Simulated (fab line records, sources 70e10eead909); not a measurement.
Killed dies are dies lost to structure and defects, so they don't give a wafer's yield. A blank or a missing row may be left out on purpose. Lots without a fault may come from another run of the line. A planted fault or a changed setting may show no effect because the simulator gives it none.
fab line records | flow nand_harc
record lots=14 wafers=42 last_day=33
route steps=1302 shown P_ZERO_WELL@16 P_STI@81
lots that met no fault: from a run of the same line without faults
start_h: hours from the record's first day to the start of the lot's first wafer shown | wait_h: hours since the lot's step before | " the same as in the row above | L1.1+2: a row that stands for several wafers | - no value, or no start given | * or withheld: withheld | < > ~ a bound
route shown NAME@n: a module of which the file shows steps, and the number in the route of the first | usual: mean/standard deviation of fault-free wafers | same: alike in all rows | chamber/n: place in a boat | sites: the reading at each site | _std_site: their standard deviation | _edge_site: outer sites' mean less inner sites' | radius_mm: how far each site lies from the wafer's centre | mask NAME#n: copy n | behind: the tool/chamber that last shaped the wafer | hold: why the lot was held/for how many hours/how that ended | device: the transistor (n, p or np) that didn't switch | end of line: the same wafers' tests at the end of the route | a step without rows: its recipe alone | killed: dies lost to structure and defects at the first sort, not the wafer's yield | map: a wafer's dies, x killed, . not, _ none there
set.NAME: the setting as run; set.NAME@STEP: as run at that earlier step | model.NAME: the simulator's own value behind a step, which no gauge read
steps of the route over a sample of lots; a table a step, a row a wafer
services: from which hour (start_h, from the record's first day; less than 0 if before it) a tool's chamber was out of use, for how many hours, and why
## steps
# step NHARC_P_ZERO_WELL_DESCUM_13
# recipe time_s=3 o2_flow_sccm=200 ar_flow_sccm=0 bias_power_w=0 chemistry=O2
# usual drypump_motor_current_A=5.9/0.49 oes_product_au=1.001/0.0095 rf_vpp_V=57.9/0.83 showerhead_plenum_p_Torr=1.94/0.083 throttle_valve_pct=11.311/0.01
# columns lot.wafer tool chamber start_h wait_h drypump_motor_current_A oes_product_au rf_hours_counter_h rf_vpp_V showerhead_plenum_p_Torr throttle_valve_pct
L898.3 rie_diel-09 1 21.46 - 6.6 1.007 17 56.9 1.99 11.325
L898.2 " 2 " " 5.8 1.019 16 59.0 1.96 11.304
L898.5 " 1 " " 6.6 1.010 - 58.8 1.99 11.310
L899.4 rie_diel-04 2 31.47 - 5.6 0.996 5 58.3 1.98 11.317
L899.1 " 3 " " 6.5 1.006 6 57.7 1.90 11.314
L899.6 " 1 " " 5.3 1.008 - 59.8 2.07 11.302
L900.1 rie_diel-01 3 41.27 - 6.0 1.009 2 56.1 1.85 11.310
L900.4 " 0 " " 5.3 1.028 2 58.3 1.78 11.299
L900.2 " 2 " " 6.6 1.007 2 58.2 2.00 11.300
L905.3 rie_diel-09 1 91.40 - 6.6 1.008 34 58.5 1.99 11.299
L905.4 " 2 " " 5.8 1.023 37 58.0 1.95 11.315
L905.5 " 1 " " 6.6 0.990 - 57.9 1.99 11.329
L906.4 rie_diel-04 1 101.40 - 5.3 1.006 33 58.0 2.06 11.314
L906.1 " 2 " " 5.7 1.013 30 60.0 1.97 11.313
L906.5 " 0 " " 5.2 0.992 - 57.2 1.98 11.309
L909.1 rie_diel-01 2 131.39 - 6.6 1.012 28 58.0 2.00 11.297
L909.4 " 1 " " 5.2 0.981 26 57.9 1.99 11.307
L909.6 " 2 " " 6.6 1.000 - 57.1 2.00 11.307
L910.3 rie_diel-04 2 141.28 - 5.7 0.997 43 57.8 1.97 11.298
L910.1 " 3 " " 6.4 0.997 42 58.1 1.89 11.303
L910.4 " 1 " " 5.2 1.006 47 57.9 2.06 11.307
L911.3 rie_diel-04 1 151.39 - 5.3 1.005 50 59.8 2.06 11.296
L911.1 " 3 " " 6.4 0.999 47 59.0 1.89 11.326
L911.5 " 1 " " 5.3 0.990 - 57.6 2.06 11.310
L912.4 rie_diel-09 3 161.27 - 5.7 1.010 0 58.7 2.02 11.303
L912.6 " 3 " " 5.7 1.001 - 58.4 2.02 11.310
L912.5 " 0 " " 6.2 0.988 - 58.5 1.82 11.316
L915.4 rie_diel-04 0 191.52 - 5.2 0.987 1 59.0 1.97 11.310
L915.2 " 1 " " 5.2 0.999 1 58.4 2.06 11.321
L915.5 " 3 " " 6.5 1.003 - 58.5 1.89 11.302
L917.4 rie_diel-09 3 212.89 - 5.7 0.995 16 57.8 2.02 11.327
L917.6 " 0 " " 6.2 1.001 - 56.9 1.82 11.312
L917.5 " 1 " " 6.6 0.997 - 58.1 1.97 11.323
L918.3 rie_diel-04 1 221.40 - 5.3 0.987 13 58.1 2.05 11.323
L918.4 " 3 " " 6.4 0.995 11 58.2 1.88 11.329
L918.2 " 0 " " 5.2 0.986 15 58.4 1.96 11.315
L919.1 rie_diel-09 2 231.32 - 5.8 0.991 27 57.4 1.94 11.328
L919.2 " 0 " " 6.2 0.982 24 56.9 1.81 11.308
L919.5 " 3 " " 5.8 1.001 - 59.5 2.02 11.315
L920.3 rie_diel-01 1 241.42 - 5.2 1.000 8 57.8 1.98 11.315
L920.2 " 2 " " 6.6 1.006 8 58.6 1.98 11.314
L920.1 " 3 " " 5.9 1.005 6 57.2 1.83 11.314
# step NHARC_P_ZERO_WELL_ETCH_65
# recipe target_depth_a=800 overetch_a=240 time_s=87.88 ion_energy_ev=200 n2_flow_sccm=150 h2_flow_sccm=150 ar_flow_sccm=0 rf_w=400 bias_w=150 chemistry=N2/H2
# usual drypump_motor_current_A=5.9/0.51 oes_product_au=1.000/0.0092 rf_fwd_power_W=397.4/1.6 rf_vpp_V=431.3/2.6 showerhead_plenum_p_Torr=2.07/0.089 throttle_valve_pct=14.171/0.0091
# columns lot.wafer tool chamber start_h wait_h drypump_motor_current_A oes_product_au rf_fwd_power_W rf_hours_counter_h rf_vpp_V showerhead_plenum_p_Torr throttle_valve_pct
L898.3 rie_diel-09 1 21.55 0.1 6.6 1.001 398.9 17 432.8 2.13 14.176
L898.2 " 0 " " 6.2 0.998 397.3 15 427.3 1.95 14.167
L898.5 " 1 " " 6.6 1.003 395.4 - 433.2 2.13 14.180
L899.4 rie_diel-04 2 31.81 0.3 5.7 1.003 396.4 5 433.7 2.12 14.164
L899.1 " 3 " " 6.4 1.003 397.8 6 431.3 2.03 14.149
L899.6 " 2 " " 5.7 1.015 398.1 - 433.2 2.12 14.183
L900.4 rie_diel-01 2 41.36 0.1 6.6 1.015 394.7 2 432.8 2.14 14.166
L900.2 " 3 " " 5.9 1.002 398.5 2 429.0 1.97 14.177
L900.1 " 0 " " 5.3 1.020 396.1 2 427.4 1.90 14.166
L905.4 rie_diel-09 0 91.48 0.1 6.2 0.987 397.1 31 428.4 1.95 14.173
L905.3 " 2 " " 5.8 1.008 399.5 37 432.0 2.08 14.162
L905.5 " 1 " " 6.6 1.000 399.3 - 431.2 2.12 14.172
L906.4 rie_diel-04 3 101.48 0.1 6.5 1.008 399.1 29 429.4 2.02 14.170
L906.1 " 2 " " 5.7 1.012 397.5 30 432.9 2.11 14.164
L906.5 " 3 " " 6.4 1.009 398.7 - 430.3 2.02 14.157
L909.4 rie_diel-01 2 131.49 0.1 6.6 1.018 394.8 28 431.8 2.13 14.165
L909.1 " 3 " " 6.0 0.997 400.1 31 429.7 1.96 14.162
L909.6 " 1 " " 5.2 0.986 397.8 - 432.9 2.12 14.175
L910.3 rie_diel-04 2 141.37 0.1 5.7 0.995 396.2 43 430.5 2.10 14.151
L910.4 " 0 " " 5.2 1.001 396.7 43 431.6 2.11 14.164
L910.1 " 1 " " 5.3 1.004 396.1 47 434.7 2.20 14.173
L911.1 rie_diel-04 1 151.49 0.1 5.3 0.999 397.9 50 436.0 2.20 14.167
L911.3 " 2 " " 5.6 1.002 399.3 46 430.2 2.10 14.155
L911.5 " 0 " " 5.2 1.005 397.9 - 431.4 2.10 14.177
L912.4 rie_diel-09 1 161.36 0.1 6.6 1.002 398.4 2 432.8 2.11 14.164
L912.5 " 0 " " 6.2 0.991 396.2 - 428.8 1.94 14.165
L912.6 " 1 " " 6.6 1.002 399.3 - 432.0 2.11 14.177
L915.4 rie_diel-04 3 191.60 0.1 6.4 0.992 398.1 1 429.0 2.01 14.167
L915.2 " 2 " " 5.7 1.005 395.7 1 431.6 2.10 14.166
L915.5 " 3 " " 6.4 1.002 397.9 - 428.6 2.01 14.171
L917.4 rie_diel-09 0 212.97 0.1 6.2 0.992 398.0 18 428.3 1.93 14.171
L917.5 " 3 " " 5.7 0.998 396.6 - 434.0 2.15 14.155
L917.6 " 0 " " 6.2 1.000 396.7 - 428.4 1.93 14.165
L918.3 rie_diel-04 2 221.54 0.1 5.7 1.018 396.9 9 432.6 2.09 14.169
L918.2 " 3 " " 6.5 1.006 397.4 11 430.2 2.01 14.173
L918.4 " 1 " " 5.3 0.997 397.8 13 434.6 2.19 14.170
L919.1 rie_diel-09 3 231.41 0.1 5.7 0.991 395.3 22 433.6 2.15 14.165
L919.2 " 1 " " 6.6 0.981 397.7 27 433.2 2.10 14.180
L919.5 " 0 " " 6.2 0.984 396.4 - 426.3 1.93 14.168
L920.1 rie_diel-01 2 241.50 0.1 6.5 1.001 394.9 8 434.3 2.12 14.166
L920.3 " 3 " " 5.9 1.004 399.1 6 428.3 1.95 14.182
L920.2 " 1 " " 5.2 1.002 401.3 8 433.6 2.11 14.175
# step NHARC_P_STI_PEB_07
# recipe peb_temp_c=128 peb_time_s=80
# usual heater_power_total_W=189.8/0.78 plate_temp_C=127.98/0.16
# columns lot.wafer tool chamber start_h wait_h heater_power_total_W plate_temp_C
L898.2 litho_track-07 0 50.58 0.1 189.8 127.88
L898.3 " 0 " " 188.7 127.89
L898.5 " 0 " " 189.4 128.03
L899.1 litho_track-05 0 58.83 0.1 190.0 128.15
L899.4 " 0 " " 189.7 128.15
L899.6 " 0 " " 189.1 128.09
L900.1 litho_track-05 0 62.76 0.1 189.5 127.75
L900.2 " 0 " " 189.1 127.76
L900.4 " 0 " " 189.0 127.96
L905.3 litho_track-07 0 114.87 0.1 180.7 122.68
L905.4 " 0 " " 178.5 122.73
L905.5 " 0 " " 179.9 122.99
L906.1 litho_track-07 0 122.59 0.1 178.9 122.78
L906.4 " 0 " " 178.9 122.82
L906.5 " 0 " " 178.6 122.99
L909.1 litho_track-03 0 153.87 0.1 190.3 127.98
L909.4 " 0 " " 189.9 127.94
L909.6 " 0 " " 189.6 128.06
L910.1 litho_track-03 0 162.88 0.1 188.7 127.80
L910.3 " 0 " " 189.6 127.99
L910.4 " 0 " " 190.4 128.13
L911.1 litho_track-05 0 172.06 0.1 189.6 127.85
L911.3 " 0 " " 189.6 127.76
L911.5 " 0 " " 189.3 127.69
L912.4 litho_track-05 0 182.61 0.0 190.8 128.09
L912.5 " 0 " " 190.9 127.85
L912.6 " 0 " " 189.2 127.97
L915.2 litho_track-03 0 214.55 0.1 189.8 127.96
L915.4 " 0 " " 189.0 127.63
L915.5 " 0 " " 188.7 128.00
L917.4 litho_track-05 0 234.54 0.0 188.8 128.09
L917.5 " 0 " " 188.9 127.91
L917.6 " 0 " " 190.7 128.02
L918.2 litho_track-03 0 244.29 0.1 189.1 127.78
L918.3 " 0 " " 190.0 127.88
L918.4 " 0 " " 190.8 127.80
L919.1 litho_track-03 0 253.48 0.1 190.6 128.22
L919.2 " 0 " " 190.7 128.18
L919.5 " 0 " " 189.4 128.40
L920.1 litho_track-07 0 264.54 0.1 188.7 127.89
L920.2 " 0 " " 189.7 127.80
L920.3 " 0 " " 189.6 127.89
# step NHARC_P_STI_CD_MEAS_09
# recipe target_cd_nm=200 landing_energy_ev=500
# usual cd_nm=199.8/2.2
# same landing_energy_ev=500
# columns lot.wafer tool chamber start_h wait_h cd_nm
L898.2 cd_sem-03 0 50.67 - 199.3
L898.3 " 0 " " 198.2
L898.5 " 0 " " 198.1
L899.1 cd_sem-02 0 58.91 - 198.6
L899.4 " 0 " " 202.1
L899.6 " 0 " " 199.9
L900.1 cd_sem-03 0 62.84 - 196.4
L900.2 " 0 " " 201.8
L900.4 " 0 " " 200.1
L905.3 cd_sem-03 0 114.96 - 148.4
L905.4 " 0 " " 147.9
L905.5 " 0 " " 148.3
L906.1 cd_sem-01 0 122.68 - 153.4
L906.4 " 0 " " 151.9
L906.5 " 0 " " 153.1
L909.1 cd_sem-02 0 153.96 - 201.1
L909.4 " 0 " " 198.7
L909.6 " 0 " " 198.1
L910.1 cd_sem-02 0 162.97 - 199.8
L910.3 " 0 " " 196.9
L910.4 " 0 " " 201.1
L911.1 cd_sem-02 0 172.15 - 201.9
L911.3 " 0 " " 200.4
L911.5 " 0 " " 203.2
L912.4 cd_sem-01 0 182.70 - 200.3
L912.5 " 0 " " 203.1
L912.6 " 0 " " 199.0
L915.2 cd_sem-01 0 214.63 - 200.7
L915.4 " 0 " " 198.5
L915.5 " 0 " " 197.1
L917.4 cd_sem-03 0 234.63 - 200.6
L917.5 " 0 " " 198.3
L917.6 " 0 " " 201.0
L918.2 cd_sem-01 0 244.37 - 201.0
L918.3 " 0 " " 200.4
L918.4 " 0 " " 198.0
L919.1 cd_sem-01 0 253.57 - 198.2
L919.2 " 0 " " 200.0
L919.5 " 0 " " 202.2
L920.1 cd_sem-02 0 264.63 - 196.5
L920.2 " 0 " " 196.8
L920.3 " 0 " " 197.1
# step NHARC_P_STI_ETCH_42
# recipe target_depth_a=800 overetch_a=240 time_s=61 ion_energy_ev=200 n2_flow_sccm=150 h2_flow_sccm=150 ar_flow_sccm=0 rf_w=400 bias_w=150 chemistry=N2/H2
# usual drypump_motor_current_A=5.8/0.47 oes_product_au=1.002/0.01 rf_fwd_power_W=396.0/1.5 rf_vpp_V=429.6/1.9 showerhead_plenum_p_Torr=2.01/0.061 throttle_valve_pct=14.171/0.009
# columns lot.wafer tool chamber start_h wait_h drypump_motor_current_A oes_product_au rf_fwd_power_W rf_hours_counter_h rf_vpp_V showerhead_plenum_p_Torr throttle_valve_pct
L898.2 rie_diel-13 1 51.01 0.1 4.7 0.984 395.9 3 427.4 1.95 14.184
L898.3 " 3 " " 6.7 0.990 396.1 2 432.5 2.12 14.180
L898.5 " 1 " " 4.7 0.991 394.4 - 430.0 1.95 14.188
L899.4 rie_diel-07 2 59.26 0.1 6.3 0.997 396.7 6 429.8 2.02 14.165
L899.1 " 1 " " 5.9 1.006 392.9 6 428.2 1.98 14.170
L899.6 " 2 " " 6.3 1.003 397.6 - 429.8 2.02 14.165
L900.1 rie_diel-11 3 63.18 0.1 5.8 1.001 395.0 13 430.9 2.01 14.170
L900.4 " 0 " " 6.0 1.010 396.5 13 427.5 1.95 14.178
L900.2 " 2 " " 5.7 1.004 395.1 14 429.8 2.01 14.167
L905.3 rie_diel-07 3 115.30 0.1 6.1 0.995 394.1 8 430.4 2.05 14.163
L905.4 " 0 " " 5.3 0.999 398.6 7 426.9 1.89 14.178
L905.5 " 3 " " 6.1 0.995 394.6 - 429.8 2.05 14.166
L906.1 rie_diel-11 2 123.06 0.1 5.6 1.024 395.7 5 430.6 2.01 14.176
L906.5 " 0 " " 6.0 1.006 397.0 - 428.9 1.95 14.177
L906.4 " 2 " " 5.7 1.022 394.7 - 430.2 2.00 14.170
L909.1 rie_diel-13 2 154.31 0.1 5.9 0.995 398.1 8 430.2 2.04 14.168
L909.4 " 3 " " 6.7 1.005 397.6 8 433.5 2.11 14.160
L909.6 " 2 " " 5.8 0.996 398.6 - 429.5 2.04 14.157
L910.3 rie_diel-13 2 163.31 0.1 5.9 0.994 396.9 8 431.3 2.04 14.175
L910.1 " 3 " " 6.7 1.004 396.6 8 432.3 2.11 14.180
L910.4 " 0 " " 5.0 0.995 394.3 9 435.2 2.16 14.176
L911.1 rie_diel-07 3 172.51 0.1 6.1 0.995 394.6 4 429.9 2.05 14.178
L911.3 " 0 " " 5.3 1.007 396.3 3 425.5 1.89 14.171
L911.5 " 2 " " 6.3 0.999 397.5 - 430.3 2.02 14.173
L912.4 rie_diel-11 3 183.04 0.1 5.7 1.016 395.5 10 428.8 2.01 14.163
L912.5 " 2 " " 5.7 1.009 396.7 - 429.2 2.00 14.174
L912.6 " 3 " " 5.8 1.017 393.8 - 428.9 2.01 14.173
L915.2 rie_diel-11 0 214.98 0.1 6.0 0.992 398.4 12 428.3 1.95 14.174
L915.4 " 2 " " 5.7 1.011 394.8 12 429.9 2.00 14.174
L915.5 " 0 " " 6.0 0.996 398.1 - 426.8 1.95 14.190
L917.4 rie_diel-07 1 234.96 0.1 5.9 0.988 396.9 8 430.0 1.98 14.172
L917.5 " 1 " " 5.9 0.994 396.8 - 428.1 1.98 14.171
L917.6 " 2 " " 6.3 0.999 398.8 - 430.1 2.02 14.169
L918.4 rie_diel-07 3 244.71 0.1 6.1 0.998 397.2 9 429.4 2.04 14.176
L918.3 " 1 " " 5.9 0.995 398.1 8 430.0 1.98 14.169
L918.2 " 2 " " 6.3 1.000 395.8 9 428.2 2.02 14.179
L919.2 rie_diel-13 3 253.93 0.1 6.7 1.000 394.4 4 433.7 2.11 14.175
L919.1 " 1 " " 4.7 1.008 395.5 4 427.6 1.95 14.169
L919.5 " 1 " " 4.7 1.006 395.9 - 426.7 1.95 14.169
L920.2 rie_diel-11 3 264.97 0.1 5.7 1.013 395.3 0 428.0 2.01 14.184
L920.3 " 1 " " 5.9 0.999 391.5 0 430.0 2.00 14.181
L920.1 " 2 " " 5.6 1.010 394.6 0 429.9 2.00 14.175
## services
# columns tool chamber start_h hours kind
rie_diel-04 - 0.91 9.0 pm
rie_diel-09 2 7.73 4.6 repair
rie_diel-01 2 20.56 3.1 repair
rie_diel-07 3 23.23 12.5 repair
rie_diel-07 2 24.58 7.9 repair
rie_diel-01 - 26.80 9.0 pm
rie_diel-11 1 31.24 6.6 repair
rie_diel-04 0 42.91 3.1 repair
rie_diel-01 1 48.59 3.2 repair
rie_diel-01 - 55.99 0.8 repair
rie_diel-07 0 62.44 6.3 repair
rie_diel-11 - 78.50 9.0 pm
rie_diel-09 3 96.95 1.9 repair
rie_diel-01 0 97.85 1.9 repair
litho_track-03 - 100.00 7.0 pm
rie_diel-07 - 117.20 9.0 pm
rie_diel-11 1 117.76 32.7 repair
litho_track-05 - 124.04 7.0 pm
rie_diel-11 3 138.14 3.9 repair
rie_diel-09 - 144.49 9.0 pm
rie_diel-11 1 156.06 9.9 repair
rie_diel-04 - 177.92 9.0 pm
rie_diel-01 - 203.93 9.0 pm
rie_diel-04 - 223.81 1.9 repair
## key
first_sign step=NHARC_P_STI_PEB_07 reading=plate_temp_C direction=down sigmas=33 usual=* struck=*
effect step=NHARC_P_STI_PEB_07 reading=heater_power_total_W direction=down sigmas=13 usual=* struck=*
effect step=NHARC_P_STI_CD_MEAS_09 reading=cd_nm direction=down sigmas=23 usual=199.8 struck=150.5 through=control_loop
met_at NHARC_P_STI_PEB_07
struck_lots L905,L906
later_rows_left_out L905.3,L905.4,L905.5,L906.1,L906.4,L906.5
sort_left_out L905.3,L905.4,L905.5,L906.1,L906.4,L906.5
tester_left_out L905,L906
loop_trim step=NHARC_P_STI_EXPOSE_06 setting=dose lots=L906
not_acting_at NHARC_P_ZERO_WELL_DESCUM_13,NHARC_P_ZERO_WELL_ETCH_65,NHARC_P_STI_ETCH_42
onset_between 50.58 114.87
fault kind=process_parameter_drift tool=litho_track-07 chamber=- onset_h=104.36 steps=NHARC_P_STI_PEB_07 channel=peb_temp_c offset=* shape=step end_h=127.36 acts_in=* stated=*
# tester_left_out: of these lots the tester's yield and bins aren't shown, on N5 and GAA mostly nor the transistor test; their killed dies are dies lost to structure and defects alone, not to doping, threshold or leakage, so they don't give the yield
# sort_left_out: the simulated sort isn't trusted on such a fault, so these wafers' sort isn't shown, and their yield isn't known
# later_rows_left_out: the simulator's readings of these wafers behind a module that went badly wrong aren't trusted and aren't shown, but for the sort
# loop_trim: a control loop set the setting to another value than it would have without faults
